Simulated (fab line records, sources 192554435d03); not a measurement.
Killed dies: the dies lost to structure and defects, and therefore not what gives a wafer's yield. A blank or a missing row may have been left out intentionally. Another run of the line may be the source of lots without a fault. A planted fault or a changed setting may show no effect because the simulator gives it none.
fab line records | flow n5-finfet
[record] lots = 7 wafers = 21
route steps=1938 shown BEOL_M3@941 BEOL_M4@1070 BEOL_M5@1130 BEOL_M6@1233
start-h: the number of hours between the record's first day and the start of the first shown wafer of the lot | wait-h: hours since the lot's step before | " same as the row above | L1.1+2: a single row standing in for several wafers | - no value, or no start given | * or withheld: withheld | < > ~ a bound
route shown NAME@n: NAME is a module with steps in the file, n the number in the route of the first one | usual: mean/standard deviation of fault-free wafers | same: alike in all rows | chamber/n: place in a boat | sites: the reading at each site | _std_site: standard deviation across them | _edge_site: outer sites' mean less inner sites' | radius-mm: how far each site lies from the wafer's centre | mask NAME#n: copy n | behind: tool/chamber where the wafer was last shaped | hold: what put the lot on hold/how long, in hours/how the hold closed | device: which transistor (n, p or np) failed to switch | end of line: at the end of the route, the tests of the same wafers | a step without rows: its recipe alone | killed: count of dies lost to structure and defects at first sort (not the wafer's yield) | map: the dies of a wafer, with x for killed, . for not killed, _ for no die there
set.NAME: the setting as run; set.NAME@STEP: as run at that earlier step | model.NAME: the simulator's own value behind a step, which no gauge read
lots run with intentionally changed settings; tables by step, rows by wafer
[[steps]]
[step N5_BEOL_M3_EXPOSE_08]
[recipe] mask-id = M3 na = 0.33 source-shape = dipole sigma-inner = 0.369 sigma-outer = 0.767 polarization = unpolarized dose-mj = 33
// columns lot.wafer tool chamber start-h wait-h mask set.dose-mj
L076.1+2 euv-scanner-01 0 159.93 - M3#0 33
L076.5 " 0 " " M3#0 31.54
L077.4 euv-scanner-02 0 164.05 - M3#0 31.14
L077.5+6 " 0 " " M3#0 33
L082.1+5 euv-scanner-01 0 201.25 - M3#0 34.65
L082.2 " 0 " " M3#0 33
L084.2+5+6 euv-scanner-02 0 218.06 - M3#0 33
L089.1+6 euv-scanner-02 0 244.68 - M3#0 35.29
L089.4 " 0 " " M3#0 33
L094.1 euv-scanner-02 0 269.14 - M3#0 31.67
L094.2+4 " 0 " " M3#0 33
L093.2+4 euv-scanner-01 0 269.84 - M3#0 33
L093.5 " 0 " " M3#0 34.34
[step N5_BEOL_M3_PEB_09]
[recipe] peb-temp-c = 100 peb-time-s = 60 resist = CAR-EUV
[step N5_BEOL_M3_DEVELOP_10]
[recipe] develop-time-s = 30 developer = TMAH resist = CAR-EUV rinse-liquid = surfactant-rinse dry = air-spin dev-temp-c = 23
[step N5_BEOL_M3_DESCUM_16]
[recipe] chemistry = O2 time-s = 7 source-power-w = 50 bias-power-w = 20 pressure-mtorr = 20 rf-frequency-hz = 2.712e+07 temp-c = 40 resist = CAR-EUV o2-flow-sccm = 225
[step N5_BEOL_M3_ETCH_74]
[recipe] chemistry = N2/H2 target = underlayer target-depth-a = 65 mask-material = CAR-EUV time-s = 5.2 ion-energy-ev = 200 pressure-mtorr = 30 source-w = 840 bias-w = 150 n2-flow-sccm = 200 h2-flow-sccm = 200 ends = cleared
// columns lot.wafer tool chamber start-h wait-h set.dose-mj@BEOL_M3_EXPOSE_08 model.BEOL_M3.cd-offset-nm
L076.1+2 rie-diel-01 2,3 160.22 0.0 33 0.2
L076.5 " 3 " " 31.54 -0.8
L077.4 rie-diel-01 1 164.32 0.0 31.14 -0.6
L077.5 " 3 " " 33 0.4
L077.6 " 2 " " 33 0.2
L082.1+5 rie-diel-04 2,0 201.94 0.0 34.65 0.8
L082.2 " 1 " " 33 -0.4
L084.2+5+6 rie-diel-04 3,2,1 219.68 0.0 33 0
L089.1+6 rie-diel-04 2,3 244.99 0.0 35.29 1.4
L089.4 " 0 " " 33 0
L094.1 rie-diel-04 3 269.56 0.0 31.67 -1
L094.2+4 " 0,2 " " 33 0
L093.2 rie-diel-04 3 270.12 0.0 33 0
L093.4 " 2 " " 33 0.2
L093.5 " 1 " " 34.34 1
[step N5_BEOL_M3_ETCH_63]
[recipe] chemistry = CF4 target = SiARC target-depth-a = 156 mask-material = CAR-EUV time-s = 26 ion-energy-ev = 80 pressure-mtorr = 40 source-w = 545 bias-w = 36 Ar_flow_sccm = 100 cf4-flow-sccm = 100 ends = cleared
// columns lot.wafer tool chamber start-h wait-h set.dose-mj@BEOL_M3_EXPOSE_08 model.BEOL_M3.cd-offset-nm
L076.1+2 rie-diel-01 2,3 160.23 0.0 33 0.2
L076.5 " 3 " " 31.54 -0.8
L077.4 rie-diel-01 1 164.34 0.0 31.14 -0.6
L077.5 " 3 " " 33 0.6
L077.6 " 2 " " 33 0.4
L082.1+5 rie-diel-04 2,0 201.96 0.0 34.65 0.8
L082.2 " 1 " " 33 -0.4
L084.2+5+6 rie-diel-04 3,2,1 219.70 0.0 33 0
L089.1+6 rie-diel-04 2,3 245.00 0.0 35.29 1.4
L089.4 " 0 " " 33 0.2
L094.1 rie-diel-04 3 269.58 0.0 31.67 -1
L094.2+4 " 0,2 " " 33 -0.2
L093.2 rie-diel-04 3 270.14 0.0 33 0
L093.4 " 2 " " 33 0.2
L093.5 " 1 " " 34.34 1
[step N5_BEOL_M3_ETCH_64]
[recipe] chemistry = N2/H2 target = SOC target-depth-a = 750 overetch-a = 150 mask-material = SiARC temp-c = 40 time-s = 112.5 ion-energy-ev = 200 pressure-mtorr = 30 source-w = 840 bias-w = 150 n2-flow-sccm = 200 h2-flow-sccm = 200
[step N5_BEOL_M3_STRIP_65]
[recipe] chemistry = N2/H2 temp-c = 40 n2-flow-sccm = 200 h2-flow-sccm = 200 rf-frequency-hz = 6e+07
[step N5_BEOL_M3_HM_OPEN_17]
[recipe] chemistry = Cl2/BCl3 target-depth-a = 200 overetch-a = 60 target = TiN mask-material = SOC ion-energy-ev = 150 pressure-mtorr = 10 icp-w = 1000 bias-w = 126 Cl2_flow_sccm = 53.25 bcl3-flow-sccm = 21.75 Ar_flow_sccm = 25
[step N5_BEOL_M3_STRIP_19]
[recipe] chemistry = O2 power-w = 400 temp-c = 40 pressure-mtorr = 30 rf-frequency-hz = 6e+07 bias-power-w = 0 overash-fraction = 0.2 o2-flow-sccm = 225
[step N5_BEOL_M3_CD_MEAS_18]
[recipe] pitch-nm = 36 target-cd-nm = 18
[usual] cd-nm = 18.1/0.36
// columns lot.wafer tool chamber start-h wait-h set.dose-mj@BEOL_M3_EXPOSE_08 cd-nm
L076.1 cd-sem-01 - 160.61 0.0 33 17.8
L076.2 " - " " 33 18.5
L076.5 " - " " 31.54 17.7
L077.4 cd-sem-02 - 164.73 0.0 31.14 17.4
L077.5 " - " " 33 18.8
L077.6 " - " " 33 18.5
L082.1 cd-sem-02 - 202.47 0.0 34.65 18.6
L082.2 " - " " 33 17.8
L082.5 " - " " 34.65 18.6
L084.2 cd-sem-03 - 220.27 0.1 33 18.0
L084.5 " - " " 33 17.9
L084.6 " - " " 33 18.2
L089.1 cd-sem-01 - 245.40 0.0 35.29 19.3
L089.4 " - " " 33 17.9
L089.6 " - " " 35.29 18.9
L094.1 cd-sem-02 - 269.95 0.0 31.67 17.0
L094.2 " - " " 33 17.4
L094.4 " - " " 33 17.7
L093.2 cd-sem-02 - 270.51 0.1 33 17.7
L093.4 " - " " 33 17.9
L093.5 " - " " 34.34 19.2
[step N5_BEOL_M3_COAT_67]
[recipe] resist = SOC temp-c = 250 time-s = 60 spin-rpm = 1500 resist-thk-nm = 60
[step N5_BEOL_M3_COAT_68]
[recipe] resist = SiARC temp-c = 220 time-s = 60 spin-rpm = 1500 resist-thk-nm = 12
[step N5_BEOL_M3_PRECLEAN_42]
[recipe] chemistry = residue-remover time-s = 60 temp-c = 40
[step N5_BEOL_M3_SRD_43]
[recipe] time-s = 30 temp-c = 23 rinse-liquid = diw dry = ipa-marangoni
[step N5_BEOL_M3_CD_MEAS_35]
[recipe] target-cd-nm = 18 target-cd-y-nm = 21 polarity = opening
[usual] cd-nm = 18.0/0.32
// columns lot.wafer tool chamber start-h wait-h set.dose-mj@BEOL_M3_EXPOSE_08 cd-nm
L076.1 cd-sem-03 - 169.28 0.0 33 18.1
L076.2 " - " " 33 18.3
L076.5 " - " " 31.54 17.5
L077.4 cd-sem-02 - 174.28 0.0 31.14 17.4
L077.5 " - " " 33 18.6
L077.6 " - " " 33 18.4
L082.1 cd-sem-03 - 204.99 0.0 34.65 18.6
L082.2 " - " " 33 18.0
L082.5 " - " " 34.65 18.7
L084.2 cd-sem-03 - 226.51 0.0 33 18.1
L084.5 " - " " 33 17.7
L084.6 " - " " 33 17.7
L089.1 cd-sem-01 - 247.98 0.0 35.29 19.5
L089.4 " - " " 33 17.7
L089.6 " - " " 35.29 19.2
L094.1 cd-sem-03 - 271.29 0.0 31.67 16.6
L094.2 " - " " 33 17.7
L094.4 " - " " 33 18.1
L093.2 cd-sem-02 - 272.32 0.0 33 17.7
L093.4 " - " " 33 17.8
L093.5 " - " " 34.34 18.9
[step N5_BEOL_M4_TRENCH_ETCH_37]
[recipe] chemistry = C4F6/O2 target-depth-a = 555.55 target = SiOC time-s = 29.2 ion-energy-ev = 250 pressure-mtorr = 30 source-w = 355 bias-w = 185 Ar_flow_sccm = 300 C4F6_flow_sccm = 10 O2_flow_sccm = 10
[usual] rf-vpp-V = 670/6.5
// columns lot.wafer tool chamber start-h wait-h set.source-w rf-vpp-V
L076.1 rie-diel-06 3 - - 320.2 713
L076.2 " 0 " " 355 655
L076.5 " 2 " " 320.2 702
L077.4 rie-diel-02 0 - - 376.7 650
L077.5 " 0 " " 376.7 651
L077.6 " 1 " " 355 670
L082.1 rie-diel-02 1 - - 355 671
L082.2 " 2 " " 355 679
L082.5 " 2 " " 355 679
L084.2 rie-diel-06 1 - - 355 675
L084.5 " 1 " " 355 675
L084.6 " 2 " " 355 666
L089.1 rie-diel-02 1 - - 355 670
L089.4 " 2 " " 355 678
L089.6 " 0 " " 355 671
L094.1 rie-diel-05 1 - - 355 683
L094.2 " 2 " " 355 670
L094.4 " 0 " " 355 662
L093.2 rie-diel-05 0 - - 355 661
L093.4 " 2 " " 355 671
L093.5 " 3 " " 355 668
[step N5_BEOL_M5_ETCH_72]
[recipe] chemistry = N2/H2 target = underlayer target-depth-a = 65 mask-material = CAR-EUV time-s = 5.2 ion-energy-ev = 200 pressure-mtorr = 30 source-w = 840 bias-w = 150 n2-flow-sccm = 200 h2-flow-sccm = 200 ends = cleared
[usual] etch-rf-on-time-s = 5.16/0.074 rf-vpp-V = 524.2/2.9
// columns lot.wafer tool chamber start-h wait-h set.bias-w etch-rf-on-time-s rf-vpp-V
L076.1 rie-diel-03 2 187.68 0.0 150 5.17 524.7
L076.2 " 1 " " 150 5.16 526.8
L076.5 " 1 " " 150 5.20 525.6
L077.4 rie-diel-01 0 198.68 0.0 150 5.09 528.5
L077.5 " 2 " " 150 5.00 520.4
L077.6 " 3 " " 150 5.16 521.4
L082.1 rie-diel-04 3 228.06 0.0 150 5.22 518.6
L082.2 " 0 " " 150 5.23 525.6
L082.5 " 1 " " 150 5.08 527.1
L084.2 rie-diel-03 3 246.58 0.0 150 5.22 526.1
L084.5 " 0 " " 150 5.20 518.9
L084.6 " 1 " " 150 5.23 526.4
L089.1 rie-diel-03 3 279.22 0.0 150 5.23 527.5
L089.4 " 1 " " 150 5.20 526.4
L089.6 " 1 " " 150 5.22 526.5
L094.1 rie-diel-04 3 289.65 0.0 150 5.22 518.6
L094.2 " 1 " " 159.1 4.92 544.7
L094.4 " 0 " " 150 5.28 527.1
L093.2 rie-diel-04 3 290.36 0.0 150 5.18 518.8
L093.4 " 1 " " 164.8 4.83 556.9
L093.5 " 1 " " 164.8 4.85 555.6
[step N5_BEOL_M5_ETCH_62]
[recipe] chemistry = N2/H2 target = SOC target-depth-a = 750 overetch-a = 150 mask-material = SiARC temp-c = 40 time-s = 112.5 ion-energy-ev = 200 pressure-mtorr = 30 source-w = 840 bias-w = 150 n2-flow-sccm = 200 h2-flow-sccm = 200
[usual] rf-vpp-V = 524.2/2.7
// columns lot.wafer tool chamber start-h wait-h set.source-w rf-vpp-V
L076.1 rie-diel-03 2 187.72 0.0 840 524.0
L076.2 " 1 " " 762.6 543.7
L076.5 " 1 " " 840 526.8
L077.4 rie-diel-01 0 198.77 0.1 840 528.5
L077.5 " 2 " " 840 522.0
L077.6 " 3 " " 840 522.1
L082.1 rie-diel-04 3 228.10 0.0 729.4 545.5
L082.2 " 0 " " 840 527.1
L082.5 " 1 " " 840 525.1
L084.2 rie-diel-03 3 246.63 0.0 840 528.3
L084.5 " 0 " " 840 519.4
L084.6 " 1 " " 840 527.6
L089.1 rie-diel-03 3 279.27 0.0 840 528.4
L089.4 " 1 " " 888.1 515.8
L089.6 " 1 " " 888.1 516.9
L094.1 rie-diel-04 3 289.69 0.0 758 537.4
L094.2 " 1 " " 758 543.5
L094.4 " 0 " " 840 526.9
L093.2 rie-diel-04 3 290.40 0.0 767.3 536.5
L093.4 " 1 " " 840 525.4
L093.5 " 1 " " 840 526.2
[step N5_BEOL_M5_COAT_74]
[recipe] resist = underlayer temp-c = 205 time-s = 60 spin-rpm = 1500 resist-thk-nm = 5
// columns lot.wafer tool chamber start-h wait-h set.spin-rpm
L076.1+2+5 litho-track-05 0 - - 1500
L077.4 litho-track-05 0 - - 1362
L077.5+6 " 0 " " 1500
L082.1+2+5 litho-track-05 0 - - 1500
L084.2+5+6 litho-track-02 0 - - 1500
L089.1+6 litho-track-05 0 - - 1500
L089.4 " 0 " " 1549
L094.1+2 litho-track-03 0 - - 1627
L094.4 " 0 " " 1500
L093.2+4+5 litho-track-05 0 - - 1500
[step N5_BEOL_M5_COAT_22]
[recipe] resist = CAR-EUV spin-rpm = 1500 resist-thk-nm = 30
// columns lot.wafer tool chamber start-h wait-h set.spin-rpm model.CAR-EUV_of_BEOL_M5_COAT_22.thk-nm
L076.1 litho-track-05 0 - - 1500 30
L076.2+5 " 0 " " 1386 31.2
L077.4+6 litho-track-05 0 - - 1500 30
L077.5 " 0 " " 1634 28.8
L082.1+2 litho-track-05 0 - - 1500 30
L082.5 " 0 " " 1401 31.2
L084.2+5+6 litho-track-02 0 - - 1500 30
L089.1+4 litho-track-05 0 - - 1430 30.8
L089.6 " 0 " " 1500 30
L094.1 litho-track-03 0 - - 1500 30
L094.2+4 " 0 " " 1414 31
L093.2+4+5 litho-track-05 0 - - 1500 30
[step N5_BEOL_M5_EBR_24]
[recipe] solvent = PGMEA ebr-width-mm = 1.5
[step N5_BEOL_M5_SOFTBAKE_23]
[recipe] temp-c = 110 time-s = 60 resist = CAR-EUV
[step N5_BEOL_M5_EXPOSE_25]
[recipe] mask-id = V4 na = 0.33 source-shape = quasar sigma-inner = 0.2 sigma-outer = 0.6 polarization = unpolarized defocus-nm = 10 dose-mj = 52.75
[step N5_BEOL_M5_PEB_26]
[recipe] peb-temp-c = 100 peb-time-s = 60 resist = CAR-EUV
[step N5_BEOL_M5_DEVELOP_27]
[recipe] develop-time-s = 30 developer = TMAH resist = CAR-EUV rinse-liquid = surfactant-rinse dry = air-spin dev-temp-c = 23
// columns lot.wafer tool chamber start-h wait-h set.spin-rpm@BEOL_M5_COAT_22 model.CAR-EUV_of_BEOL_M5_COAT_22.thk-nm
L076.1 litho-track-05 0 - - 1500 29.6
L076.2+5 " 0 " " 1386 30.8
L077.4+6 litho-track-03 0 - - 1500 29.6
L077.5 " 0 " " 1634 28.4
L082.1+2 litho-track-03 0 - - 1500 29.6
L082.5 " 0 " " 1401 30.6
L084.2+6 litho-track-02 0 - - 1500 29.4
L084.5 " 0 " " 1500 29.6
L089.1+4 litho-track-02 0 - - 1430 30.4
L089.6 " 0 " " 1500 29.6
L094.1 litho-track-05 0 - - 1500 29.6
L094.2+4 " 0 " " 1414 30.4
L093.2+5 litho-track-02 0 - - 1500 29.4
L093.4 " 0 " " 1500 29.6
[step N5_BEOL_M5_DESCUM_33]
[recipe] chemistry = O2 time-s = 7 source-power-w = 50 bias-power-w = 20 pressure-mtorr = 20 rf-frequency-hz = 2.712e+07 temp-c = 40 resist = CAR-EUV o2-flow-sccm = 225
[step N5_BEOL_M5_ETCH_75]
[recipe] chemistry = N2/H2 target = underlayer target-depth-a = 65 mask-material = CAR-EUV time-s = 5.2 ion-energy-ev = 200 pressure-mtorr = 30 source-w = 840 bias-w = 150 n2-flow-sccm = 200 h2-flow-sccm = 200 ends = cleared
// columns lot.wafer tool chamber start-h wait-h set.spin-rpm@BEOL_M5_COAT_74 set.spin-rpm@BEOL_M5_COAT_22 model.CAR-EUV_of_BEOL_M5_COAT_22.thk-nm model.etch.depth-nm
L076.1 rie-diel-03 3 188.75 0.0 1500 1500 20.4 4.995
L076.2 " 2 " " 1500 1386 21.6 4.981
L076.5 " 2 " " 1500 1386 21.6 5.006
L077.4 rie-diel-04 2 200.67 0.0 1362 1500 20.2 5.236
L077.5 " 1 " " 1500 1634 19.2 5.014
L077.6 " 0 " " 1500 1500 20.4 4.997
L082.1 rie-diel-03 0 229.69 0.0 1500 1500 20.4 4.988
L082.2 " 2 " " 1500 1500 20.4 5.01
L082.5 " 3 " " 1500 1401 21.4 5.011
L084.2 rie-diel-04 1 247.87 0.0 1500 1500 20.2 5.021
L084.5 " 3 " " 1500 1500 20.2 5.013
L084.6 " 1 " " 1500 1500 20.2 5.007
L089.1 rie-diel-03 1 280.31 0.0 1500 1430 21.2 4.981
L089.4 " 0 " " 1549 1430 21.2 4.904
L089.6 " 1 " " 1500 1500 20.4 4.997
L094.1 rie-diel-01 1 291.99 0.0 1627 1500 20.6 4.804
L094.2 " 2 " " 1627 1414 21.4 4.801
L094.4 " 1 " " 1500 1414 21.2 4.997
L093.2 rie-diel-04 2 291.99 0.0 1500 1500 20.2 5.009
L093.4 " 3 " " 1500 1500 20.4 5.022
L093.5 " 1 " " 1500 1500 20.2 5.019
[step N5_BEOL_M6_ETCH_66]
[recipe] chemistry = N2/H2 target = SOC target-depth-a = 800 overetch-a = 160 mask-material = SiARC temp-c = 40 time-s = 120 ion-energy-ev = 200 pressure-mtorr = 30 source-w = 840 bias-w = 150 n2-flow-sccm = 200 h2-flow-sccm = 200
[usual] rf-vpp-V = 525.1/2.8
// columns lot.wafer tool chamber start-h wait-h set.bias-w rf-vpp-V
L076.1 rie-diel-02 2 200.26 0.0 168.7 566.2
L076.2 " 1 " " 168.7 567.6
L076.5 " 2 " " 168.7 566.4
L077.4 rie-diel-05 2 218.71 0.0 150 526.9
L077.5 " 2 " " 150 528.2
L077.6 " 3 " " 150 525.7
L082.1 rie-diel-05 2 242.61 0.0 150 528.3
L082.2 " 0 " " 150 522.7
L082.5 " 2 " " 150 528.8
L084.2 rie-diel-02 3 260.78 0.0 150 522.0
L084.5 " 0 " " 150 523.8
L084.6 " 3 " " 150 523.0
L089.1 rie-diel-06 2 291.96 0.0 150 520.7
L089.4 " 3 " " 163.8 557.6
L089.6 " 3 " " 150 527.9
L093.2 rie-diel-06 1 305.20 0.0 150 528.6
L093.4 " 0 " " 142.4 505.2
L093.5 " 3 " " 150 527.1
L094.1 rie-diel-06 2 305.92 0.0 150 520.5
L094.2 " 0 " " 150 522.3
L094.4 " 1 " " 150 528.7
[[key]]
[split] step = N5_BEOL_M3_EXPOSE_08 setting = dose-mj stated = 33 by = wafer
[response] step = N5_BEOL_M3_ETCH_74 reading = model.BEOL_M3.cd-offset-nm change = +0.209 per = 1% r = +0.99
[response] step = N5_BEOL_M3_ETCH_63 reading = model.BEOL_M3.cd-offset-nm change = +0.202 per = 1% r = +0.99
[response] step = N5_BEOL_M3_CD_MEAS_18 reading = cd-nm change = +0.186 per = 1% r = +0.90
[response] step = N5_BEOL_M3_CD_MEAS_35 reading = cd-nm change = +0.216 per = 1% r = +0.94
[split] step = N5_BEOL_M4_TRENCH_ETCH_37 setting = source-w stated = 355 by = wafer
[response] step = N5_BEOL_M4_TRENCH_ETCH_37 reading = rf-vpp-V change = -4.72 per = 1% r = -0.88
[split] step = N5_BEOL_M5_ETCH_72 setting = bias-w stated = 150 by = wafer
[response] step = N5_BEOL_M5_ETCH_72 reading = etch-rf-on-time-s change = * per = 1% r = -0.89
[response] step = N5_BEOL_M5_ETCH_72 reading = rf-vpp-V change = +3.75 per = 1% r = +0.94
[split] step = N5_BEOL_M5_ETCH_62 setting = source-w stated = 840 by = wafer
[response] step = N5_BEOL_M5_ETCH_62 reading = rf-vpp-V change = -1.55 per = 1% r = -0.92
[split] step = N5_BEOL_M5_COAT_74 setting = spin-rpm stated = 1500 by = wafer
[response] step = N5_BEOL_M5_ETCH_75 reading = model.etch.depth-nm change = -0.0242 per = 1% r = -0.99
[split] step = N5_BEOL_M5_COAT_22 setting = spin-rpm stated = 1500 by = wafer
[response] step = N5_BEOL_M5_COAT_22 reading = model.CAR-EUV_of_BEOL_M5_COAT_22.thk-nm change = -0.158 per = 1% r = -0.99
[response] step = N5_BEOL_M5_DEVELOP_27 reading = model.CAR-EUV_of_BEOL_M5_COAT_22.thk-nm change = -0.147 per = 1% r = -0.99
[response] step = N5_BEOL_M5_ETCH_75 reading = model.CAR-EUV_of_BEOL_M5_COAT_22.thk-nm change = -0.141 per = 1% r = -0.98
[split] step = N5_BEOL_M6_ETCH_66 setting = bias-w stated = 150 by = wafer
[response] step = N5_BEOL_M6_ETCH_66 reading = rf-vpp-V change = +3.82 per = 1% r = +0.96
